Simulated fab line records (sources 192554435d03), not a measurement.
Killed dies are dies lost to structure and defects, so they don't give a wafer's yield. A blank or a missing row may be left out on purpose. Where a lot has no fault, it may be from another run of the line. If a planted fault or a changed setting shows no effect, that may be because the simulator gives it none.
fab line records    flow n5Finfet
record: lots: 11  wafers: 31  lastDay: 19
route steps=1938 shown BEOL_M11@1580 PASSIVATION@1936
lots that met no fault: taken from a fault-free run of the same line
startH: hours from the record's first day to the start of the lot's first wafer shown    waitH: hours from the lot's prior step to this one    " the same as in the row above    L1.1+2: several wafers, shown together as one row    - no value, or no start was given    * or withheld: withheld    < > ~ a bound
route shown NAME@n: a module of which the file shows steps, and the number in the route of the first    usual: average and standard deviation across the fault-free wafers    same: alike in all rows    chamber/n: place in a boat    sites: readings site by site    _std_site: standard deviation of those values    _edge_site: inner sites' mean taken away from outer sites' mean    radiusMm: for every site, how far away it sits from the centre of the wafer    mask NAME#n: copy n    behind: tool/chamber where the wafer was last shaped    hold: why the lot went on hold/how many hours it stayed there/how the hold came to an end    device: names the non-switching transistor (n, p or np)    end of line: at the end of the route, the tests of the same wafers    a step given without rows: its recipe and nothing more    killed: dies lost to structure and defects at the first sort, not the wafer's yield    map: the dies of a wafer, with x for killed, . for not killed, _ for no die there
set.NAME: the setting that was run; set.NAME@STEP: the one run at that earlier step    model.NAME: the simulator's own value behind a step, which no gauge read
steps of the route over a sample of lots; a table a step, a row a wafer
services: the hour from which a tool's chamber was out of use, counted from the record's first day as startH (under 0 if before that day), plus the number of hours and why
== steps ==
step: N5_BEOL_M11_STRIP_77
recipe: chemistry: N2/H2  timeS: 10  powerW: 450  tempC: 40  pressureMtorr: 20  rfFrequencyHz: 6e+07  biasPowerW: 7  n2FlowSccm: 200  h2FlowSccm: 200
usual: drypumpMotorCurrentA: 5.6/0.36  oesProductAu: 0.79/0.075  rfVppV: 59.4/0.76  showerheadPlenumPTorr: 2.58/0.086  throttleValvePct: 23.8/0.32
lot.wafer  tool        chamber  startH  waitH  drypumpMotorCurrentA  oesProductAu  rfHoursCounterH  rfVppV  showerheadPlenumPTorr  throttleValvePct
L975.1     rieDiel-02  2        -       -      5.7                   0.73          174              59.9    2.64                   23.7
L975.4     "           3        "       "      5.7                   0.88          33               59.0    2.71                   23.5
L975.6     "           2        "       "      5.7                   0.74          -                59.2    2.64                   23.7
L978.4     rieDiel-02  1        -       -      6.1                   0.85          70               60.2    2.57                   24.1
L978.6     "           3        "       "      5.7                   0.87          -                60.3    2.70                   23.5
L977.4     rieDiel-02  3        -       -      5.7                   0.87          40               59.2    2.70                   23.5
L977.6     "           3        "       "      5.7                   0.87          -                59.6    2.70                   23.5
L985.1     rieDiel-05  1        -       -      6.2                   0.77          125              58.7    2.56                   24.3
L985.4     "           2        "       "      5.7                   0.72          197              59.8    2.41                   23.8
L985.6     "           1        "       "      6.2                   0.76          -                58.5    2.56                   24.3
L987.1     rieDiel-05  2        -       -      5.6                   0.70          203              59.0    2.40                   23.9
L987.2     "           1        "       "      6.2                   0.76          130              60.4    2.56                   24.4
L987.4     "           0        "       "      5.0                   0.88          37               59.3    2.61                   24.5
L988.2     rieDiel-04  0        -       -      5.5                   0.69          241              58.8    2.61                   23.5
L988.4     "           0        "       "      5.5                   0.69          -                59.2    2.61                   23.5
L988.5     "           2        "       "      5.0                   0.83          -                58.4    2.57                   23.6
L989.2     rieDiel-02  0        -       -      5.6                   0.74          151              58.5    2.55                   24.0
L989.4     "           1        "       "      6.0                   0.83          91               60.9    2.56                   24.1
L989.6     "           1        "       "      6.0                   0.83          -                60.2    2.56                   24.1
L972.2     rieDiel-02  1        -       -      6.1                   0.80          98               59.5    2.56                   24.1
L972.3     "           0        "       "      5.6                   0.74          158              60.0    2.55                   24.0
L972.5     "           1        "       "      6.1                   0.82          -                59.6    2.56                   24.1
L991.1     rieDiel-05  3        -       -      5.4                   0.70          230              58.9    2.39                   23.5
L991.3     "           2        "       "      5.7                   0.71          214              59.0    2.40                   23.9
L991.6     "           2        "       "      5.7                   0.71          -                59.5    2.40                   23.9
L993.1     rieDiel-04  1        -       -      5.0                   0.70          201              59.9    2.61                   23.8
L993.3     "           2        "       "      5.0                   0.81          72               58.2    2.57                   23.7
L993.6     "           2        "       "      4.9                   0.81          -                58.7    2.57                   23.7
L992.1     rieDiel-02  2        -       -      5.7                   0.71          222              59.1    2.62                   23.8
L992.3     "           1        "       "      6.0                   0.80          109              60.4    2.55                   24.1
L992.4     "           0        "       "      5.6                   0.73          167              59.8    2.55                   24.0
step: N5_BEOL_M11_CVD_75
recipe: material: Co  targetThkA: 20  tempC: withheld  precursor: CCTBA/H2  pressureTorr: 30  timeS: 138.9
usual: runLengthS: 162.0/0.63
lot.wafer  tool      chamber  startH  waitH  runLengthS
L975.1     cvdCo-02  1        254.55  0.3    161.1
L975.4     "         1        "       "      161.5
L975.6     "         2        "       "      162.5
L978.4     cvdCo-02  2        278.32  0.1    202.7
L978.6     "         0        "       "      203.4
L977.4     cvdCo-02  1        279.24  0.1    202.0
L977.6     "         2        "       "      203.4
L985.1     cvdCo-01  1        318.20  0.0    162.2
L985.4     "         0        "       "      161.8
L985.6     "         1        "       "      161.4
L987.1     cvdCo-01  2        340.23  0.0    161.7
L987.2     "         1        "       "      161.8
L987.4     "         0        "       "      162.7
L988.2     cvdCo-01  0        341.81  0.1    161.8
L988.4     "         1        "       "      161.2
L988.5     "         0        "       "      162.8
L989.2     cvdCo-01  1        342.39  0.1    161.5
L989.4     "         2        "       "      161.8
L989.6     "         0        "       "      162.0
L972.2     cvdCo-02  1        371.40  0.3    161.0
L972.3     "         2        "       "      162.5
L972.5     "         2        "       "      163.3
L991.1     cvdCo-02  1        378.39  0.1    161.1
L991.3     "         2        "       "      162.9
L991.6     "         2        "       "      162.6
L993.1     cvdCo-01  1        391.05  0.3    161.7
L993.3     "         2        "       "      162.3
L993.6     "         2        "       "      161.7
L992.1     cvdCo-01  1        410.33  0.1    161.2
L992.3     "         0        "       "      161.8
L992.4     "         0        "       "      162.4
step: N5_BEOL_M11_SPUTTER_48
recipe: material: Cu  targetThkA: 120  tempC: -20  biasV: 60  powerW: 26000  chamberPressurePa: 0.13  timeS: 2
usual: chamberPressurePa: 0.12998/0.00024  substrateTempC: -19.99/0.12  throttleValvePct: 29.3/1.2
lot.wafer  tool           chamber  startH  waitH  chamberPressurePa  substrateTempC  throttleValvePct
L975.1     pvdSputter-03  -        256.47  1.9    0.13008            -19.99          28.9
L975.4     "              -        "       "      0.13014            -20.01          30.7
L975.6     "              -        "       "      0.13024            -19.98          30.5
L978.4     pvdSputter-01  -        278.49  0.1    0.12996            -19.94          29.6
L978.6     "              -        "       "      0.12994            -20.00          31.7
L977.4     pvdSputter-03  -        279.34  0.1    0.13001            -19.94          27.9
L977.6     "              -        "       "      0.13044            -19.91          27.4
L985.1     pvdSputter-02  -        318.54  0.3    0.12961            -19.85          29.7
L985.4     "              -        "       "      0.1303             -20.06          29.8
L985.6     "              -        "       "      0.12994            -19.95          29.8
L987.1     pvdSputter-01  -        340.42  0.2    0.13023            -20.13          28.7
L987.2     "              -        "       "      0.12976            -20.08          28.4
L987.4     "              -        "       "      0.12973            -19.96          29.6
L988.2     pvdSputter-01  -        342.16  0.3    0.13021            -20.08          31.4
L988.4     "              -        "       "      0.13013            -20.16          29.1
L988.5     "              -        "       "      0.13007            -20.05          29.1
L989.2     pvdSputter-01  -        342.54  0.1    0.13015            -19.97          28.2
L989.4     "              -        "       "      0.12927            -20.20          29.0
L989.6     "              -        "       "      0.13024            -19.89          28.3
L972.2     pvdSputter-03  -        373.24  1.8    0.12995            -20.12          30.6
L972.3     "              -        "       "      0.13027            -20.05          28.2
L972.5     "              -        "       "      0.12992            -19.70          29.1
L991.1     pvdSputter-03  -        378.83  0.4    0.13036            -19.95          29.1
L991.3     "              -        "       "      0.13006            -19.88          27.3
L991.6     "              -        "       "      0.12988            -20.01          27.3
L993.1     pvdSputter-03  -        392.80  1.7    0.13016            -20.04          28.1
L993.3     "              -        "       "      0.12982            -19.95          27.4
L993.6     "              -        "       "      0.13021            -19.99          30.9
L992.1     pvdSputter-03  -        410.45  0.1    0.13009            -19.93          28.9
L992.3     "              -        "       "      0.13008            -19.88          28.1
L992.4     "              -        "       "      0.12974            -20.06          30.7
step: N5_BEOL_M11_CMP_52
recipe: stopOn: SiCOH_lowk  tOverpolishS: 7  downForcePsi: 1  platenRpm: 50  clearingPlatenDownForcePsi: 1.5  clearingPlatenRpm: 50  postCmpClean: cuAlkaline  targetThkNm: 140  clearingPlatenPadVelocityMS: 0.99484  padVelocityMS: 0.99484
usual: barrierFieldEndpointS: 28.6/0.92  motorCurrentA: 5.7/0.6  overpolishRunS: 7.000/0.0085  timeToEndpointS: 66/4
lot.wafer  tool    chamber  startH  waitH  barrierFieldEndpointS  motorCurrentA  overpolishRunS  timeToEndpointS
L975.1     cmp-01  3        257.13  0.3    27.1                   5.6            6.986           60
L975.4     "       0        "       "      29.4                   5.7            7.002           69
L975.6     "       3        "       "      28.5                   5.6            7.008           66
L978.4     cmp-03  1        279.19  0.2    28.6                   5.1            7.002           66
L978.6     "       1        "       "      27.9                   4.9            6.998           69
L977.4     cmp-03  3        280.04  0.2    27.8                   5.1            7.005           66
L977.6     "       1        "       "      28.4                   5.2            7.005           64
L985.4     cmp-03  2        319.51  0.2    28.7                   5.7            7.000           71
L985.1     "       3        "       "      27.7                   5.5            6.999           65
L985.6     "       3        "       "      27.7                   5.4            6.993           66
L987.4     cmp-01  0        340.96  0.1    30.6                   5.9            7.019           68
L987.2     "       1        "       "      28.1                   5.3            6.994           62
L987.1     "       3        "       "      29.3                   5.9            7.011           65
L988.2     cmp-01  0        342.73  0.2    30.0                   5.4            7.002           72
L988.4     "       2        "       "      29.7                   6.1            7.005           68
L988.5     "       3        "       "      29.2                   6.2            7.009           65
L989.4     cmp-03  2        343.16  0.2    30.1                   5.5            6.998           73
L989.2     "       3        "       "      27.5                   5.3            7.011           65
L989.6     "       1        "       "      28.2                   5.0            6.997           66
L972.2     cmp-01  0        374.11  0.6    29.3                   6.0            7.011           70
L972.3     "       2        "       "      29.6                   6.2            7.000           70
L972.5     "       0        "       "      29.4                   6.3            7.000           73
L991.3     cmp-03  2        379.74  0.4    29.8                   5.5            7.001           72
L991.1     "       3        "       "      28.8                   5.4            7.006           67
L991.6     "       3        "       "      28.6                   5.5            6.994           66
L993.1     cmp-03  1        393.42  0.3    28.5                   5.0            6.999           63
L993.3     "       0        "       "      27.4                   6.3            7.005           60
L993.6     "       2        "       "      29.7                   5.4            6.991           69
L992.4     cmp-03  0        411.93  0.1    27.8                   6.2            7.005           58
L992.1     "       2        "       "      29.5                   5.8            7.003           69
L992.3     "       3        "       "      28.6                   5.7            7.001           65
step: N5_PASSIVATION_PROBE_49
usual: defectLimitedYield: 91.0/1.3  killed_at_M0_to_M3: 33/10  killed_at_M4_up: 14/5.6  killedAtContacts: 12/5.8  killedAtFrontEnd: 43/11  killedAtOther: 4.1/2.8  killedDies: 106/15  killedOpen: 70/12  killedShort: 34/7.5  sort_bin_4_leakage: 0.00/0.0099  sort_bin_5_function: 5.3/0.88  sort_bin_6_memory: 3.3/0.64  sort_bin_8_speed: 0.00/0.016  sortNPass: 1074/15  sortYieldPct: 91.0/1.3
same: grossDies: 1180  killedAtBackSide: 0
lot.wafer  tool       chamber  startH  waitH  defectLimitedYield[%]  killed_at_M0_to_M3  killed_at_M4_up  killedAtContacts  killedAtFrontEnd  killedAtOther  killedDies  killedOpen  killedShort  sort_bin_4_leakage[%]  sort_bin_5_function[%]  sort_bin_6_memory[%]  sort_bin_8_speed[%]  sortNPass  sortYieldPct[%]
L972.2     prober-01  -        408.11  0.1    91.4                   18                  15               12                55                1              101         58          41           0                      5.3                     2.7                   0                    1079       91.4
L972.3     prober-01  -        408.16  0.1    89.7                   23                  19               14                62                3              121         77          43           0                      5.8                     3.9                   0                    1059       89.7
L972.5     prober-01  -        408.26  0.2    90.8                   21                  18               10                58                1              108         65          42           0                      5.4                     3.3                   0                    1072       90.8
killed by level:class
L972.2 FIN_SAQP:geometricParticle:open=14 FIN_SAQP:geometricParticle:short=13 MOL_CONTACT_COAG:geometricParticle:open=7 GATE_CUT:geometricParticle:open=6 STARTING-WAFER:geometricParticle:short=5 BEOL_M0_SAQP:geometricParticle:short=5 STI_FIN_REVEAL:geometricParticle:open=4 MOL_CONTACT_COAG:geometricParticle:short=4
L972.3 STI_FIN_REVEAL:geometricParticle:open=12 FIN_SAQP:geometricParticle:open=10 MOL_CONTACT_COAG:geometricParticle:open=10 FIN_SAQP:geometricParticle:short=7 DUMMY_GATE:geometricParticle:open=7 GATE_CUT:geometricParticle:short=6 BEOL_M2:geometricParticle:open=6 BEOL_M5:geometricParticle:open=5
L972.5 FIN_SAQP:geometricParticle:short=12 MOL_CONTACT_COAG:geometricParticle:open=8 STARTING-WAFER:geometricParticle:open=8 FIN_SAQP:geometricParticle:open=7 DUMMY_GATE:geometricParticle:open=7 BEOL_M3:geometricParticle:open=6 BEOL_M0_SAQP:geometricParticle:short=5 BEOL_M4:geometricParticle:open=5
== services ==
tool           chamber  startH  hours  kind
cvdCo-01       -        228.38  6.9    pm
cmp-01         -        229.65  3.2    repair
rieDiel-05     1        230.47  5.5    repair
rieDiel-02     1        230.65  2.4    repair
cmp-03         -        236.60  1.6    repair
cmp-01         -        238.96  0.3    repair
cvdCo-01       -        253.77  3.2    repair
cvdCo-02       -        259.45  4.3    pm
rieDiel-05     3        263.47  13.5   repair
cmp-03         -        273.17  2.1    repair
cvdCo-01       0        275.61  34.9   repair
rieDiel-02     3        294.20  9.6    repair
pvdSputter-02  -        302.85  7.1    repair
cmp-03         -        303.06  0.2    repair
cmp-01         -        320.16  4.0    pm
pvdSputter-01  -        320.59  12.8   repair
cmp-01         -        328.86  4.3    repair
rieDiel-04     3        330.35  22.4   repair
cvdCo-01       -        333.53  0.4    repair
cmp-01         -        353.26  6.0    pm
cmp-03         -        372.69  1.3    repair
rieDiel-02     0        375.55  2.3    repair
rieDiel-05     2        392.86  3.8    repair
pvdSputter-02  -        406.65  1.3    repair
== key ==
firstSign: step: N5_BEOL_M11_CVD_75  reading: runLengthS  direction: up  sigmas: 65  usual: *  struck: *
effect none on later readings
metAt N5_BEOL_M11_CVD_75
struckLots L977,L978
struckWafers L977.4,L977.6,L978.4,L978.6
notActingAt N5_BEOL_M11_STRIP_77,N5_BEOL_M11_SPUTTER_48,N5_BEOL_M11_CMP_52
onsetBetween 254.55 278.32
fault: kind: processParameterDrift  tool: cvdCo-02  chamber: -  onsetH: 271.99  steps: N5_BEOL_M11_CVD_75  channel: timeS  offset: *  shape: step  endH: 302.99  scope: struckWafersOnly  actsIn: *  stated: *
